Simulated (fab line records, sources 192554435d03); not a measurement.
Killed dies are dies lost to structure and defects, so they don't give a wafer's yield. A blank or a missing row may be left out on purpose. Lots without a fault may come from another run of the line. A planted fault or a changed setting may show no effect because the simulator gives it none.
One fault seen from 2 desks | flow n5_finfet | each desk has only its own numbers; what lay behind them comes last

THE TOOL OWNER'S DESK: rie_metal-03
The tool's own readings at N5_GATE_CUT_VAPOR_ETCH_49 (etches TiAlC in BCl3/Cl2): means of the sampled wafers that have a number, for each lot that ran on this tool. A lot is out of limits, marked OUT, if its mean lies more than 4 standard deviations from the usual mean; the brackets give that distance.
Columns: A = drypump_motor_current_A at N5_GATE_CUT_VAPOR_ETCH_49, usual 6.1 A; B = oes_product_au at N5_GATE_CUT_VAPOR_ETCH_49, usual 0.74 a.u.
lot  | first seen here | A   | B
L722 | day 5 00:43     | 6.1 | 0.84
L728 | day 6 11:52     | 6.1 | 0.82
L735 | day 8 08:31     | 5.8 | 0.93
L736 | day 8 11:15     | 6.1 | 0.99
This desk's finding: nothing out of limits on any of the 4 lots.

THE METROLOGY DESK
What the gauges read, lot by lot, whatever tool the lot ran on: means of the sampled wafers that have a number. A lot is out of limits, marked OUT, if its mean lies more than 4 standard deviations from the usual mean; the brackets give that distance. Of its 11 readings 7 are shown: those that lie furthest out on some lot.
Columns: A = cd_nm at N5_GATE_CUT_CD_MEAS_13, usual 19.97 nm; B = DIBL_P at N5_BEOL_M4_RC_MEAS_101, usual 37.1 mV/V; C = ION_N at N5_BEOL_M4_RC_MEAS_101, usual 674 uA/um; D = ION_P at N5_BEOL_M4_RC_MEAS_101, usual 463 uA/um; E = SS_N at N5_BEOL_M4_RC_MEAS_101, usual 71.7 mV/dec; F = SS_P at N5_BEOL_M4_RC_MEAS_101, usual 73.5 mV/dec; G = VT_P at N5_BEOL_M4_RC_MEAS_101, usual -250 mV
lot  | first seen here | A     | B    | C   | D   | E    | F    | G
L722 | day 4 23:48     | 19.98 | 37.8 | 661 | 454 | 71.4 | 74.1 | -254
L724 | day 5 13:23     | 20.02 | 37.0 | 664 | 461 | 71.2 | 73.7 | -251
L726 | day 6 00:41     | 19.74 | 36.9 | 666 | 460 | 71.5 | 73.4 | -247
L727 | day 6 07:06     | 20.11 | 37.1 | 674 | 462 | 72.1 | 73.8 | -248
L728 | day 6 10:59     | 19.86 | 37.4 | 670 | 461 | 71.4 | 73.3 | -251
L735 | day 8 07:47     | 20.34 | 38.4 | 676 | 462 | 72.4 | 73.8 | -248
L736 | day 8 10:30     | 20.32 | 38.1 | 678 | 465 | 71.6 | 74.2 | -250
L737 | day 8 20:12     | 19.88 | 36.7 | 659 | 452 | 72.4 | 73.1 | -251
L741 | day 9 19:27     | 20.12 | 39.8 | 679 | 462 | 72.5 | 74.0 | -249
L742 | day 10 00:20    | 19.76 | 34.6 | 674 | 467 | 71.6 | 73.5 | -247
This desk's finding: nothing out of limits on any of the 10 lots.

PUT TOGETHER
The tool owner's desk saw nothing out of limits.
The metrology desk saw nothing out of limits.

WHAT THE SIMULATOR HAD PUT IN
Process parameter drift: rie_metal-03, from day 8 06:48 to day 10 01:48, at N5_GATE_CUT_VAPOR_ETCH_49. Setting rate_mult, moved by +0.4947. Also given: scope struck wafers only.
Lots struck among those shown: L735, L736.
